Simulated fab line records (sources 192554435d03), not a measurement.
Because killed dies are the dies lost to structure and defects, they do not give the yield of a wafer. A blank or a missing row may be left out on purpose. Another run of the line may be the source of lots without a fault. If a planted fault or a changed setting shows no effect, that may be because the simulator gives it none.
fab line records	flow n5Finfet
[record] lots = 10	wafers = 28	lastDay = 19
route steps=1938 shown BEOL_M4@1111 BEOL_M14@1746 PASSIVATION@1936
lots that met no fault: taken from a fault-free run of the same line
startH: the number of hours between the record's first day and the start of the first shown wafer of the lot	waitH: hours since the lot's step before	" identical to the entry in the row above	L1.1+2: one row covering several wafers at once	- value missing, or start not given	* or withheld: withheld	< > ~ a bound
route shown NAME@n: a module of which the file shows steps, and the number in the route of the first	usual: mean and standard deviation over wafers with no fault	same: alike in all rows	chamber/n: place in a boat	sites: readings site by site	_std_site: how widely they spread, as a standard deviation	_edge_site: inner sites' mean taken away from outer sites' mean	radiusMm: how far each site lies from the wafer's centre	mask NAME#n: copy n	behind: the last tool/chamber to shape the wafer	hold: reason for holding the lot/hours on hold/outcome of the hold	device: whichever transistor did not switch (one of n, p or np)	end of line: the tests these same wafers got at the end of their route	step lacking rows: just its recipe	killed: not the wafer's yield, but the dies lost to structure and defects at the first sort	map: dies across one wafer; x = killed, . = not, _ = none there
set.NAME: the setting as run; set.NAME@STEP: as run at that earlier step	model.NAME: the simulator's own value behind a step, which no gauge read
route steps across a sampled set of lots; one table per step, one row per wafer
services: from which hour (startH, from the record's first day; less than 0 if before it) a tool's chamber was out of use, for how many hours, and why
[[steps]]
[step N5_BEOL_M4_RC_MEAS_101]
[usual] DIBL_N = 36.5/2.2	DIBL_P = 36.9/2.9	IOFF_N = 0.17/0.044	IOFF_P = 0.22/0.052	ION_N = 671/16	ION_P = 461/10	SS_N = 71.6/0.73	SS_P = 73.5/0.79	VT_N = 250/4.1	VT_P = -250/4.1
lot.wafer	tool	chamber	startH	waitH	DIBL_N[mV/V]	DIBL_P[mV/V]	IOFF_N[nA/um]	IOFF_P[nA/um]	ION_N[uA/um]	ION_P[uA/um]	SS_N[mV/dec]	SS_P[mV/dec]	VT_N[mV]	VT_P[mV]
L887.4	prober-02	0	209.55	0.5	35.4	33.8	0.14	0.16	645	443	71.9	72.2	251	-253
L887.5	"	0	"	"	36.6	36.8	0.15	0.21	653	449	72.1	73.5	252	-249
L887.6	"	0	"	"	31.5	31.6	0.09	0.14	640	446	70.9	71.8	257	-253
L892.3	prober-01	0	234.27	0.3	38.5	37.3	0.19	0.25	694	466	72.3	73.6	247	-248
L892.4	"	0	"	"	42.5	43.5	0.31	0.40	705	483	72.5	75.3	241	-241
L892.5	"	0	"	"	39.5	39.5	0.23	0.30	695	477	72.6	73.9	247	-245
L894.1	prober-01	0	260.88	0.0	33.4	32.6	0.11	0.14	661	448	70.1	73.1	256	-258
L894.4	"	0	"	"	38.8	38.4	0.19	0.21	669	446	72.4	73.8	251	-252
L894.6	"	0	"	"	36.5	35.0	0.14	0.17	657	454	71.5	72.4	254	-255
L896.1	prober-02	0	265.89	0.2	35.8	35.7	0.16	0.19	689	471	71.6	73.1	247	-249
L896.2	"	0	"	"	38.2	39.1	0.18	0.24	670	456	71.8	73.7	248	-249
L896.4	"	0	"	"	36.5	37.2	0.17	0.22	680	466	71.3	73.1	249	-251
L897.1	prober-02	0	268.56	0.0	37.9	38.3	0.17	0.21	665	449	72.2	73.9	251	-253
L897.3	"	0	"	"	35.5	35.7	0.13	0.18	670	458	71.1	73.5	252	-253
L897.5	"	0	"	"	36.0	36.9	0.14	0.20	668	454	71.4	73.4	254	-252
L899.1	prober-02	0	286.97	0.0	38.1	37.6	0.21	0.26	680	465	71.9	73.6	245	-246
L899.2	"	0	"	"	38.3	38.7	0.21	0.26	685	468	72.3	74.0	244	-249
L899.6	"	0	"	"	37.2	37.2	0.20	0.24	688	465	71.7	73.9	246	-249
L900.2	prober-02	0	290.77	0.2	34.6	35.2	0.13	0.19	662	461	71.6	72.9	252	-250
L900.3	"	0	"	"	38.4	41.1	0.23	0.30	700	477	71.5	74.3	240	-246
L900.4	"	0	"	"	37.3	39.9	0.18	0.30	656	459	71.9	74.1	248	-244
L898.3	prober-01	0	291.50	0.6	38.2	39.8	0.20	0.25	684	468	72.4	73.7	249	-249
L898.4	"	0	"	"	37.5	38.9	0.18	0.24	670	459	72.2	73.6	249	-251
L905.1	prober-01	0	317.82	0.0	35.3	35.5	0.14	0.18	666	461	70.9	73.1	250	-252
L905.3	"	0	"	"	38.1	38.7	0.18	0.23	674	463	71.7	74.3	247	-249
L905.5	"	0	"	"	37.8	39.4	0.17	0.25	668	461	71.4	74.4	248	-252
L906.4	prober-01	0	340.80	0.5	40.2	42.9	0.23	0.29	669	456	72.3	74.7	248	-247
L906.5	"	0	"	"	42.3	44.0	0.28	0.33	702	471	73.4	75.0	242	-243
[step N5_BEOL_M14_CD_MEAS_28]
[recipe] targetCdNm = 284.4	landingEnergyEv = 500	detector = seInlens
[usual] cdNm = 283.9/2.6
lot.wafer	tool	chamber	startH	waitH	cdNm
L887.4	cdSem-02	0	293.34	-	283.7
L887.5	"	0	"	"	280.7
L887.6	"	0	"	"	285.2
L892.3	cdSem-02	0	317.42	-	289.9
L892.4	"	0	"	"	288.2
L892.5	"	0	"	"	285.9
L897.1	cdSem-02	0	349.46	-	279.7
L897.3	"	0	"	"	281.3
L897.5	"	0	"	"	282.5
L894.1	cdSem-02	0	350.67	-	285.5
L894.4	"	0	"	"	285.0
L894.6	"	0	"	"	284.0
L896.1	cdSem-03	0	356.58	-	283.0
L896.2	"	0	"	"	281.3
L896.4	"	0	"	"	282.1
L899.1	cdSem-03	0	364.06	-	287.6
L899.2	"	0	"	"	286.2
L899.6	"	0	"	"	286.8
L900.2	cdSem-01	0	372.75	-	287.6
L900.3	"	0	"	"	287.9
L900.4	"	0	"	"	284.8
L898.3	cdSem-02	0	380.27	-	282.7
L898.4	"	0	"	"	279.2
L905.1	cdSem-02	0	403.56	-	282.0
L905.3	"	0	"	"	282.2
L905.5	"	0	"	"	281.3
L906.4	cdSem-03	0	422.06	-	282.5
L906.5	"	0	"	"	281.3
[step N5_BEOL_M14_TRENCH_ETCH_34]
[recipe] chemistry = C4F8/O2/Ar	target = SiO2	targetDepthA = 5566.5	maskMaterial = SOC	heInnerTorr = 15	heOuterTorr = 30	timeS = 126.9	ionEnergyEv = 800	pressureMtorr = 20	sourceW = 1905	biasW = 2040	Ar_flow_sccm = 400	C4F8_flow_sccm = 16	O2_flow_sccm = 12
[usual] drypumpMotorCurrentA = 5.6/0.55	mfcArSccm = 400.2/1.2	oes_f_703_au = 0.79/0.087	oesProductAu = 0.79/0.086	rfVppV = 2199/49	showerheadPlenumPTorr = 3.43/0.075	throttleValvePct = 30.9/0.31
lot.wafer	tool	chamber	startH	waitH	drypumpMotorCurrentA	mfcArSccm	oes_f_703_au	oesProductAu	rfHoursCounterH	rfVppV	showerheadPlenumPTorr	throttleValvePct
L887.4	rieDiel-06	2	293.92	0.0	5.4	400.1	0.87	0.87	45	2243	3.45	30.7
L887.5	"	1	"	"	6.4	403.1	0.79	0.79	-	2222	3.46	30.5
L887.6	"	2	"	"	5.4	400.7	0.88	0.88	-	2242	3.45	30.7
L892.3	rieDiel-06	3	317.96	0.0	4.8	402.7	0.79	0.82	83	2245	3.33	30.4
L892.4	"	1	"	"	6.5	400.0	0.77	0.78	122	2224	3.45	30.5
L892.5	"	1	"	"	6.5	401.7	0.78	0.79	-	2222	3.45	30.5
L897.1	rieDiel-02	0	350.12	0.0	6.2	398.0	0.89	0.87	24	2272	3.51	31.3
L897.3	"	3	"	"	5.3	402.1	0.88	0.85	54	2131	3.47	31.2
L897.5	"	0	"	"	6.1	398.8	0.88	0.88	-	2273	3.51	31.3
L894.1	rieDiel-02	3	351.21	0.0	5.3	399.3	0.88	0.85	55	2130	3.47	31.2
L894.4	"	1	"	"	5.8	401.3	0.72	0.72	-	2219	3.43	31.3
L894.6	"	0	"	"	6.2	399.0	0.88	0.88	-	2271	3.51	31.3
L896.1	rieDiel-05	1	357.12	0.0	4.9	399.1	0.61	0.63	253	2176	3.43	30.8
L896.2	"	0	"	"	6.3	397.9	0.72	0.74	194	2148	3.30	30.9
L896.4	"	1	"	"	4.9	399.0	0.61	0.63	-	2178	3.43	30.8
L899.1	rieDiel-02	1	364.62	0.0	5.7	398.8	0.72	0.71	207	2217	3.42	31.3
L899.2	"	3	"	"	5.3	400.6	0.88	0.85	61	2129	3.47	31.2
L899.6	"	3	"	"	5.3	399.7	0.87	0.85	-	2130	3.47	31.2
L900.2	rieDiel-06	2	373.29	0.0	5.4	397.7	0.84	0.85	70	2243	3.44	30.8
L900.3	"	1	"	"	6.4	399.8	0.77	0.77	141	2221	3.44	30.6
L900.4	"	0	"	"	5.3	398.4	0.68	0.69	242	2154	3.53	31.2
L898.3	rieDiel-02	3	380.81	0.0	5.3	400.8	0.87	0.84	67	2128	3.47	31.2
L898.4	"	0	"	"	6.2	400.2	0.86	0.85	37	2273	3.50	31.3
L905.1	rieDiel-06	3	404.63	0.0	4.8	401.3	0.76	0.77	113	2242	3.32	30.4
L905.3	"	2	"	"	5.5	400.5	0.82	0.82	81	2241	3.43	30.7
L905.5	"	3	"	"	4.8	401.8	0.77	0.78	-	2243	3.32	30.4
L906.4	rieDiel-06	1	422.65	0.1	6.5	399.2	0.75	0.75	-	2221	3.43	30.6
L906.5	"	2	"	"	5.4	402.4	0.81	0.82	-	2241	3.43	30.8
[step N5_BEOL_M14_OCD_MEAS_35]
[usual] trenchDepthNm = 554/18
lot.wafer	tool	chamber	startH	waitH	trenchDepthNm
L887.4	ocd-01	-	294.08	0.0	568
L887.5	"	-	"	"	564
L887.6	"	-	"	"	566
L892.3	ocd-02	-	318.12	0.0	547
L892.4	"	-	"	"	574
L892.5	"	-	"	"	571
L897.1	ocd-02	-	350.27	0.0	538
L897.3	"	-	"	"	571
L897.5	"	-	"	"	535
L894.1	ocd-01	-	351.37	0.0	575
L894.4	"	-	"	"	553
L894.6	"	-	"	"	542
L896.1	ocd-02	-	357.28	0.0	516
L896.2	"	-	"	"	563
L896.4	"	-	"	"	512
L899.1	ocd-01	-	364.77	0.0	551
L899.2	"	-	"	"	576
L899.6	"	-	"	"	574
L900.2	ocd-02	-	373.45	0.0	565
L900.3	"	-	"	"	570
L900.4	"	-	"	"	543
L898.3	ocd-02	-	380.97	0.0	575
L898.4	"	-	"	"	532
L905.1	ocd-01	-	404.78	0.0	533
L905.3	"	-	"	"	562
L905.5	"	-	"	"	533
L906.4	ocd-01	-	422.75	0.0	567
L906.5	"	-	"	"	567
[step N5_BEOL_M14_STRIP_37]
[recipe] chemistry = O2	powerW = 600	tempC = 60	pressureMtorr = 30	rfFrequencyHz = 6e+07	biasPowerW = 0	overashFraction = 0.3	o2FlowSccm = 225
[usual] biasPowerW = 0/0	chamberPressureMTorr = 30.00/0.055	drypumpMotorCurrentA = 5.6/0.54	oesProductAu = 0.79/0.083	rfVppV = 3.6/1	showerheadPlenumPTorr = 2.09/0.06	throttleValvePct = 16.69/0.27
lot.wafer	tool	chamber	startH	waitH	biasPowerW	chamberPressureMTorr	drypumpMotorCurrentA	oesProductAu	rfHoursCounterH	rfVppV	showerheadPlenumPTorr	throttleValvePct
L887.4	rieDiel-06	3	296.27	2.2	0	29.96	4.8	0.84	76	5.9	2.04	16.25
L887.5	"	2	"	"	0	30.10	5.4	0.87	-	3.1	2.14	16.72
L887.6	"	3	"	"	0	29.93	4.8	0.85	-	5.2	2.04	16.29
L892.3	rieDiel-02	2	318.56	0.4	0	29.94	5.1	0.66	249	2.3	2.15	16.92
L892.4	"	1	"	"	0	30.02	5.7	0.73	189	2.4	2.11	17.10
L892.5	"	2	"	"	0	29.95	5.1	0.66	-	4.6	2.15	16.95
L897.1	rieDiel-02	0	350.55	0.3	-	-	-	-	-	-	-	-
L897.3	"	1	"	"	-	-	-	-	-	-	-	-
L897.5	"	1	"	"	-	-	-	-	-	-	-	-
L894.1	rieDiel-06	2	352.33	1.0	-	-	-	-	-	-	-	-
L894.4	"	1	"	"	-	-	-	-	-	-	-	-
L894.6	"	1	"	"	-	-	-	-	-	-	-	-
L896.1	rieDiel-02	3	360.28	3.0	-	-	-	-	-	-	-	-
L896.2	"	1	"	"	-	-	-	-	-	-	-	-
L896.4	"	2	"	"	-	-	-	-	-	-	-	-
L899.1	rieDiel-05	1	370.22	5.4	0	30.10	4.9	0.67	259	2.8	2.06	16.64
L899.2	"	0	"	"	0	30.01	6.3	0.73	200	0.6	1.96	16.56
L899.6	"	2	"	"	0	29.97	5.9	0.77	-	4.2	2.03	16.60
L900.2	rieDiel-02	0	375.69	2.2	0	30.10	6.2	0.86	35	4.7	2.16	16.90
L900.3	"	2	"	"	0	29.92	5.1	0.97	7	4.7	2.15	16.47
L900.4	"	3	"	"	0	30.06	5.3	0.84	64	3.3	2.14	16.96
L898.3	rieDiel-06	3	384.08	3.1	0	30.04	4.8	0.81	105	3.6	2.03	16.31
L898.4	"	2	"	"	0	29.94	5.4	0.85	73	3.2	2.13	16.75
L905.1	rieDiel-06	3	405.93	1.1	0	30.15	4.8	0.79	114	5.3	2.03	16.30
L905.3	"	2	"	"	0	29.91	5.4	0.83	82	3.6	2.13	16.74
L905.5	"	3	"	"	0	29.92	4.8	0.79	-	4.3	2.03	16.29
L906.4	rieDiel-06	0	424.60	1.8	0	29.98	5.3	0.97	-	3.3	2.12	16.45
L906.5	"	2	"	"	0	29.98	5.4	0.83	-	1.9	2.13	16.76
[step N5_PASSIVATION_PROBE_49]
[usual] defectLimitedYield = 91.3/1.4	killed_at_M0_to_M3 = 36/10	killed_at_M4_up = 13/5.4	killedAtContacts = 12/5.3	killedAtFrontEnd = 39/10	killedAtOther = 3.2/2.7	killedDies = 103/16	killedOnRim = 13/4	killedOpen = 68/13	killedShort = 33/6.6	sort_bin_4_leakage = 0.01/0.031	sort_bin_5_function = 5.1/0.92	sort_bin_6_memory = 3.3/0.68	sort_bin_8_speed = 0.1/0.41	sortNPass = 1077/17	sortYieldPct = 91.2/1.4
[same] grossDies = 1180	killedAtBackSide = 0
lot.wafer	tool	chamber	startH	waitH	defectLimitedYield[%]	killed_at_M0_to_M3	killed_at_M4_up	killedAtContacts	killedAtFrontEnd	killedAtOther	killedDies	killedOnRim	killedOpen	killedShort	sort_bin_4_leakage[%]	sort_bin_5_function[%]	sort_bin_6_memory[%]	sort_bin_8_speed[%]	sortNPass	sortYieldPct[%]
L897.1	prober-02	-	374.82	0.0	0	37	1094	10	39	0	1180	152	62	36	0	96.7	2.9	0	0	0
L897.3	prober-02	-	374.92	0.1	0	31	1103	13	33	0	1180	152	77	19	0	97.3	2.7	0	0	0
L897.5	prober-02	-	375.02	0.2	0	34	1103	16	27	0	1180	152	54	31	0	96.8	3.0	0	0	0
L894.1	prober-02	-	380.80	0.0	0	50	1089	5	33	3	1180	152	61	46	0	95.8	3.8	0	0	0
L894.4	prober-02	-	380.95	0.2	0	32	1102	7	28	11	1180	152	61	24	0	96.5	3.1	0	0	0
L894.6	prober-02	-	381.05	0.3	0	26	1109	2	32	11	1180	152	54	31	0	96.9	2.9	0	0	0
L896.1	prober-01	-	390.21	0.0	0	28	1099	7	45	1	1180	152	65	25	0	97.1	2.7	0	0	0
L896.2	prober-01	-	390.26	0.1	0	36	1088	24	25	7	1180	152	60	36	0	96.4	3.3	0	0	0
L896.4	prober-01	-	390.36	0.2	0	25	1106	10	32	7	1180	152	52	31	0	96.4	3.3	0	0	0
L898.3	prober-01	-	412.11	0.1	89.2	51	13	11	48	4	127	19	94	30	0	5.9	4.4	0	1053	89.2
L898.4	prober-01	-	412.16	0.2	89.8	35	15	19	47	4	120	23	86	34	0	5.3	4.7	0	1060	89.8
// killed by level:class
L897.1 BEOL_M14:areaSputter=1080 BEOL_M0_SAQP:geometricParticle:short=15 FIN_SAQP:geometricParticle:open=12 BEOL_M0_SAQP:geometricParticle:open=9 MOL_CONTACT_COAG:geometricParticle:open=8 BEOL_M4:geometricParticle:open=8 FIN_SAQP:geometricParticle:short=5 BEOL_M1:geometricParticle:open=5
L897.3 BEOL_M14:areaSputter=1083 MOL_CONTACT_COAG:geometricParticle:open=11 BEOL_M1:geometricParticle:open=9 BEOL_M0_SAQP:geometricParticle:open=8 BEOL_M4:geometricParticle:open=8 DUMMY_GATE:geometricParticle:open=7 FIN_SAQP:geometricParticle:open=6 BEOL_M0_SAQP:geometricParticle:short=5
L897.5 BEOL_M14:areaSputter=1093 BEOL_M0_SAQP:geometricParticle:open=12 MOL_CONTACT_COAG:geometricParticle:open=10 FIN_SAQP:geometricParticle:short=8 BEOL_M0:geometricParticle:open=7 MOL_CONTACT_COAG:geometricParticle:short=6 BEOL_M0_SAQP:geometricParticle:short=6 FIN_SAQP:geometricParticle:open=4
L894.1 BEOL_M14:areaSputter=1071 BEOL_M0_SAQP:geometricParticle:short=18 BEOL_M0_SAQP:geometricParticle:open=12 BEOL_M1:geometricParticle:open=8 STI_FIN_REVEAL:geometricParticle:open=8 BEOL_M4:geometricParticle:open=7 BEOL_M3:geometricParticle:open=6 STARTING-WAFER:geometricParticle:short=5
L894.4 BEOL_M14:areaSputter=1094 BEOL_M1:geometricParticle:open=11 STI_FIN_REVEAL:geometricParticle:open=10 BEOL_M2:geometricParticle:open=7 FIN_SAQP:geometricParticle:short=6 MOL_CONTACT_COAG:geometricParticle:open=6 BEOL_M0_SAQP:geometricParticle:short=5 BEOL_M3:geometricParticle:open=5
L894.6 BEOL_M14:areaSputter=1093 BEOL_M0_SAQP:geometricParticle:open=13 STI_FIN_REVEAL:geometricParticle:open=9 FIN_SAQP:geometricParticle:open=6 BEOL_M0_SAQP:geometricParticle:short=6 FIN_SAQP:geometricParticle:short=5 BEOL_M4:geometricParticle:open=5 BEOL_M3:geometricParticle:open=3
L896.1 BEOL_M14:areaSputter=1087 DUMMY_GATE:geometricParticle:open=11 FIN_SAQP:geometricParticle:open=7 BEOL_M3:geometricParticle:open=7 MOL_CONTACT_COAG:geometricParticle:open=6 BEOL_M1:geometricParticle:open=6 STI_FIN_REVEAL:geometricParticle:open=5 BEOL_M0_SAQP:geometricParticle:short=4
L896.2 BEOL_M14:areaSputter=1083 MOL_CONTACT_COAG:geometricParticle:open=18 BEOL_M0_SAQP:geometricParticle:short=8 BEOL_M0:geometricParticle:open=8 MOL_CONTACT_COAG:geometricParticle:short=6 BEOL_M0_SAQP:geometricParticle:open=6 MIM_TOP_ETCH:geometricParticle:short=6 BEOL_M1:geometricParticle:open=5
L896.4 BEOL_M14:areaSputter=1097 MOL_CONTACT_COAG:geometricParticle:open=9 BEOL_M0_SAQP:geometricParticle:short=8 BEOL_M2:geometricParticle:open=6 STI_FIN_REVEAL:geometricParticle:open=5 DUMMY_GATE:geometricParticle:open=4 ILD0:geometricParticle:open=4 MIM_TOP_ETCH:geometricParticle:short=4
L898.3 BEOL_M2:geometricParticle:open=19 BEOL_M3:geometricParticle:open=11 DUMMY_GATE:geometricParticle:open=8 MOL_CONTACT_COAG:geometricParticle:open=8 STI_FIN_REVEAL:geometricParticle:open=7 GATE_CUT:geometricParticle:open=7 FIN_SAQP:geometricParticle:short=6 BEOL_M0_SAQP:geometricParticle:open=5
L898.4 MOL_CONTACT_COAG:geometricParticle:open=15 STI_FIN_REVEAL:geometricParticle:open=11 BEOL_M3:geometricParticle:open=8 DUMMY_GATE:geometricParticle:open=7 BEOL_M1:geometricParticle:open=6 ILD0:geometricParticle:open=6 BEOL_M0_SAQP:geometricParticle:open=6 BEOL_M0_SAQP:geometricParticle:short=5
[[services]]
tool	chamber	startH	hours	kind
rieDiel-02	0	271.52	9.9	repair
rieDiel-02	0	281.47	-	clean
rieDiel-02	0	281.47	-	consumableReplace:focusRing
rieDiel-02	0	281.47	15.5	scheduledDown
rieDiel-02	0	281.47	15.5	ventCycle
rieDiel-02	3	287.60	16.7	repair
rieDiel-02	2	321.25	-	clean
rieDiel-02	2	321.25	-	consumableReplace:focusRing
rieDiel-02	2	321.25	26.4	scheduledDown
rieDiel-02	2	321.25	26.4	ventCycle
rieDiel-02	1	334.26	5.1	repair
rieDiel-05	2	374.65	24.2	repair
rieDiel-06	0	396.96	-	clean
rieDiel-06	0	396.96	-	consumableReplace:focusRing
rieDiel-06	0	396.96	16.0	scheduledDown
rieDiel-06	0	396.96	16.0	ventCycle
rieDiel-05	2	401.37	11.0	repair
rieDiel-02	3	401.91	5.7	repair
rieDiel-05	2	413.41	9.1	repair
rieDiel-06	3	415.78	14.3	repair
rieDiel-05	1	422.75	-	clean
rieDiel-05	1	422.75	-	consumableReplace:focusRing
rieDiel-05	1	422.75	10.4	scheduledDown
rieDiel-05	1	422.75	10.4	ventCycle
[[key]]
[firstSign] step = N5_BEOL_M14_STRIP_37	reading = toolRecord	direction = missing
[effect] step = N5_PASSIVATION_PROBE_49	reading = killed_at_M4_up	direction = up	sigmas = 99+	usual = 13	struck = 1099
[moreKillsBornAt] N5_BEOL_M14_SPUTTER_43@pvdSputter-01 = 3267	N5_BEOL_M14_SPUTTER_43@pvdSputter-03 = 3258	N5_BEOL_M14_SPUTTER_43@pvdSputter-02 = 3256
metAt N5_BEOL_M14_STRIP_37
struckLots L894,L896,L897
laterRowsLeftOut L894.1,L894.4,L894.6,L896.1,L896.2,L896.4,L897.1,L897.3,L897.5
notActingAt N5_BEOL_M14_CD_MEAS_28,N5_BEOL_M14_TRENCH_ETCH_34,N5_BEOL_M14_OCD_MEAS_35
onsetBetween 318.56 350.55
[fault] kind = skippedStepWhole	tool = rieDiel-02,rieDiel-06	chamber = -	onsetH = 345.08	steps = N5_BEOL_M14_STRIP_37	scope = struckLotsOnly
// laterRowsLeftOut: the simulator's readings of these wafers behind a module that went badly wrong aren't trusted and aren't shown, but for the sort
